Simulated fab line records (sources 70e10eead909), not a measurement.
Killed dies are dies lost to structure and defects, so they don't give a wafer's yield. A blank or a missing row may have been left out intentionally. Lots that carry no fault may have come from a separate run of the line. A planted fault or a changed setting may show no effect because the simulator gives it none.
A lot that was struck, set against a sound lot || flow nand_harc || 14 steps out of a route of 1159
Sound: these wafers, L792.1, L792.2, L792.6. Struck: wafer L797.2. (L797.6 of the same lot was not struck and is left out.) The cause comes at the end.
Each step with rows lists, per side, the tool, then ch with its chambers, then its first start. Under that, the readings that differ: sound wafers || struck wafers || difference of the means || sigmas: that difference in standard deviations of wafers without a fault.
alike: same words and numbers on both sides, and readings whose means sit less than 2 such deviations apart. not compared: any withheld reading, any reading some wafer has no value for, any bound like >300 that may hide the same value, and any number with overlapping values for which the record gives no deviation.
A row with sigmas, a row that says differs or no value, or rows on one side alone: a step with any of these is where the two part. Non-overlapping numbers with no deviation appear without sigmas and do not part them. A reading that every wafer of one side lacks parts them only if that side has two wafers or more.

first, 1 step without rows for these wafers: NHARC_A_ONON_D1_DEP_12 (target thk 1000 nm).
NHARC_A_ONON_D1_THK_MEAS_14: measures by ellipsometry.
  sound: film_metro-02 at day 7 17:07; struck: film_metro-01 at day 9 00:05
  alike: thk_nm
then, 2 steps without rows for these wafers: NHARC_A_ONON_D1_ANNEAL_15 (time 3600 s); NHARC_A_ONON_D1_DEP_16 (target thk 1000 nm).
NHARC_A_ONON_D1_THK_MEAS_18: measures by ellipsometry.
  sound: film_metro-01 at day 8 00:05; struck: film_metro-02 at day 9 07:29
  alike: thk_nm
following that, 1 step holds no rows for these wafers, namely NHARC_A_ONON_D1_DEP_19 (target thickness 1000 nm).
NHARC_A_ONON_D1_THK_MEAS_21: measures by ellipsometry.
  sound: film_metro-02 at day 8 00:40; struck: film_metro-01 at day 9 08:11
{"reading": "thk_nm (nm)", "sound": "1009 1009 1009", "struck": 986, "difference": -23, "sigmas": -2}
following that, 1 step holds no rows for these wafers, namely NHARC_A_ONON_D1_DEP_22 (target thickness 1000 nm).
NHARC_A_ONON_D1_THK_MEAS_24: measures by ellipsometry.
  sound: film_metro-01 at day 8 01:14; struck: film_metro-01 at day 9 08:53
{"reading": "thk_nm (nm)", "sound": "988 987 989", "struck": 1009, "difference": "+21", "sigmas": "+2"}
following that, 1 step holds no rows for these wafers, namely NHARC_A_ONON_D1_DEP_25 (target thickness 1000 nm).
NHARC_A_ONON_D1_THK_MEAS_27: measures by ellipsometry.
  sound: film_metro-02 at day 8 01:47; struck: film_metro-02 at day 9 09:35
{"reading": "thk_nm (nm)", "sound": "991 990 989", "struck": 1010, "difference": "+20", "sigmas": "+2"}
NHARC_A_ONON_D1_DEP_28: target thk 1000 nm.
  sound on pecvd_onon-04 ch 0, day 8 01:51; struck on pecvd_onon-04 ch 0, day 9 09:50
NHARC_A_ONON_D1_THK_MEAS_30: measures by ellipsometry.
  sound: film_metro-01 at day 8 02:22; struck: film_metro-01 at day 9 10:17
{"reading": "thk_nm (nm)", "sound": "994 994 994", "struck": 688, "difference": -306, "sigmas": -42}
NHARC_A_ONON_D1_DEP_33: deposits SiO2, target thk 200 nm.
  sound on pecvd-04 ch 0,2, day 8 02:38; struck on pecvd-03 ch 1, day 9 10:23
  alike: heater_power_w, throttle_valve_pct
  not compared: since_wet_clean_h

== WHERE THEY PART ==
At NHARC_A_ONON_D1_THK_MEAS_21 first; at NHARC_A_ONON_D1_THK_MEAS_30 last (within this record only). Later steps at which nothing parts them and some readings are alike: NHARC_A_ONON_D1_DEP_33.

WHY: whatever the simulator had introduced
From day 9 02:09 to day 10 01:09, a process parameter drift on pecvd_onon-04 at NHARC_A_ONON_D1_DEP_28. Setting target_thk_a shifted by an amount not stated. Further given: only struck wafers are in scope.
